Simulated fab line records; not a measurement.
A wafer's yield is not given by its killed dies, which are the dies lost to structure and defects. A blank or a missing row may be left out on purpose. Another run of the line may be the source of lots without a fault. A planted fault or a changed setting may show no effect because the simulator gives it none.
Chamber matching / flow nand_harc / cmp-04 running NHARC_P_CONTACT_CMP_24: 4 sister chambers
The step polishes, t overpolish 30 s, target thk 200 nm. 20 wafers are shown with their chamber, then 10 later ones without.

## WAFERS PAIRED WITH THEIR CHAMBERS
wafer=L076.2; chamber=0; motor_current_A (A)=12.0; time_to_endpoint_s (s)=41.4; overpolish_run_s (s)=30.020
wafer=L076.5; chamber=3; motor_current_A (A)=12.9; time_to_endpoint_s (s)=49.3; overpolish_run_s (s)=30.005
wafer=L076.6; chamber=2; motor_current_A (A)=10.0; time_to_endpoint_s (s)=42.3; overpolish_run_s (s)=30.013
wafer=L074.1; chamber=3; motor_current_A (A)=12.9; time_to_endpoint_s (s)=44.2; overpolish_run_s (s)=30.003
wafer=L074.3; chamber=0; motor_current_A (A)=12.1; time_to_endpoint_s (s)=39.9; overpolish_run_s (s)=29.997
wafer=L074.4; chamber=1; motor_current_A (A)=13.0; time_to_endpoint_s (s)=37.7; overpolish_run_s (s)=29.990
wafer=L080.2; chamber=2; motor_current_A (A)=9.9; time_to_endpoint_s (s)=42.4; overpolish_run_s (s)=30.003
wafer=L080.5; chamber=1; motor_current_A (A)=13.1; time_to_endpoint_s (s)=42.4; overpolish_run_s (s)=29.991
wafer=L080.6; chamber=2; motor_current_A (A)=10.5; time_to_endpoint_s (s)=44.8; overpolish_run_s (s)=29.993
wafer=L087.1; chamber=1; motor_current_A (A)=13.1; time_to_endpoint_s (s)=38.2; overpolish_run_s (s)=29.989
wafer=L087.3; chamber=2; motor_current_A (A)=9.8; time_to_endpoint_s (s)=43.5; overpolish_run_s (s)=29.999
wafer=L087.5; chamber=1; motor_current_A (A)=12.9; time_to_endpoint_s (s)=38.9; overpolish_run_s (s)=30.018
wafer=L089.1; chamber=2; motor_current_A (A)=10.6; time_to_endpoint_s (s)=44.9; overpolish_run_s (s)=30.000
wafer=L089.4; chamber=0; motor_current_A (A)=12.0; time_to_endpoint_s (s)=45.0; overpolish_run_s (s)=30.003
wafer=L089.5; chamber=1; motor_current_A (A)=13.7; time_to_endpoint_s (s)=41.6; overpolish_run_s (s)=30.004
wafer=L091.1; chamber=0; motor_current_A (A)=11.5; time_to_endpoint_s (s)=41.6; overpolish_run_s (s)=30.015
wafer=L091.3; chamber=3; motor_current_A (A)=13.5; time_to_endpoint_s (s)=44.4; overpolish_run_s (s)=29.999
wafer=L091.6; chamber=0; motor_current_A (A)=12.1; time_to_endpoint_s (s)=45.1; overpolish_run_s (s)=30.009
wafer=L093.1; chamber=2; motor_current_A (A)=10.1; time_to_endpoint_s (s)=42.5; overpolish_run_s (s)=29.998
wafer=L093.3; chamber=3; motor_current_A (A)=13.3; time_to_endpoint_s (s)=46.0; overpolish_run_s (s)=29.996

SIGNATURES (means of the wafers above)
reading=motor_current_A; chamber 0=11.940; chamber 1=13.160; chamber 2=10.150; chamber 3=13.150; scatter within a chamber=0.301
reading=time_to_endpoint_s; chamber 0=42.600; chamber 1=39.760; chamber 2=43.400; chamber 3=45.975; scatter within a chamber=1.99
reading=overpolish_run_s; chamber 0=30.00880; chamber 1=29.99840; chamber 2=30.00100; chamber 3=30.00075; scatter within a chamber=0.00881
Rule: distance of a wafer from a chamber = root of the sum over the readings of ((wafer's reading minus chamber's mean) / reading's scatter) squared. The wafer belongs to the nearest chamber; if the next one is less than 2 further off, it can't be placed. How the scatter is found: for the shown wafers, subtract from each reading the mean of its chamber, square and add these, divide the total by (wafers less chambers), then take the root.

## WAFERS WHOSE CHAMBER IS MISSING
wafer=L093.6; motor_current_A (A)=13.6; time_to_endpoint_s (s)=39.8; overpolish_run_s (s)=30.018
wafer=L095.1; motor_current_A (A)=12.4; time_to_endpoint_s (s)=42.4; overpolish_run_s (s)=30.001
wafer=L095.4; motor_current_A (A)=13.2; time_to_endpoint_s (s)=42.7; overpolish_run_s (s)=29.994
wafer=L095.5; motor_current_A (A)=12.7; time_to_endpoint_s (s)=41.5; overpolish_run_s (s)=29.997
wafer=L096.1; motor_current_A (A)=12.9; time_to_endpoint_s (s)=43.0; overpolish_run_s (s)=30.014
wafer=L096.2; motor_current_A (A)=10.1; time_to_endpoint_s (s)=44.5; overpolish_run_s (s)=30.025
wafer=L096.6; motor_current_A (A)=13.1; time_to_endpoint_s (s)=45.9; overpolish_run_s (s)=29.983
wafer=L097.2; motor_current_A (A)=12.1; time_to_endpoint_s (s)=42.1; overpolish_run_s (s)=30.018
wafer=L097.3; motor_current_A (A)=13.1; time_to_endpoint_s (s)=43.6; overpolish_run_s (s)=30.005
wafer=L097.6; motor_current_A (A)=10.3; time_to_endpoint_s (s)=40.2; overpolish_run_s (s)=30.017

## WHICH CHAMBER EACH ONE RAN IN
wafer=L093.6; from the rows above=can't be placed: 1 or 3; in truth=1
wafer=L095.1; from the rows above=can't be placed: 0 or 1 or 3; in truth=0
wafer=L095.4; from the rows above=can't be placed: 1 or 3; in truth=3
wafer=L095.5; from the rows above=can't be placed: 1 or 3 or 0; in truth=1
wafer=L096.1; from the rows above=can't be placed: 3 or 1 or 0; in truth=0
wafer=L096.2; from the rows above=2; in truth=2
wafer=L096.6; from the rows above=can't be placed: 3 or 1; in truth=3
wafer=L097.2; from the rows above=0; in truth=0
wafer=L097.3; from the rows above=can't be placed: 3 or 1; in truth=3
wafer=L097.6; from the rows above=2; in truth=2
3 of 10 placed correctly. Cannot be placed on the basis of these rows: 7; the candidates contain the true chamber in 7. Wrongly placed: 0.
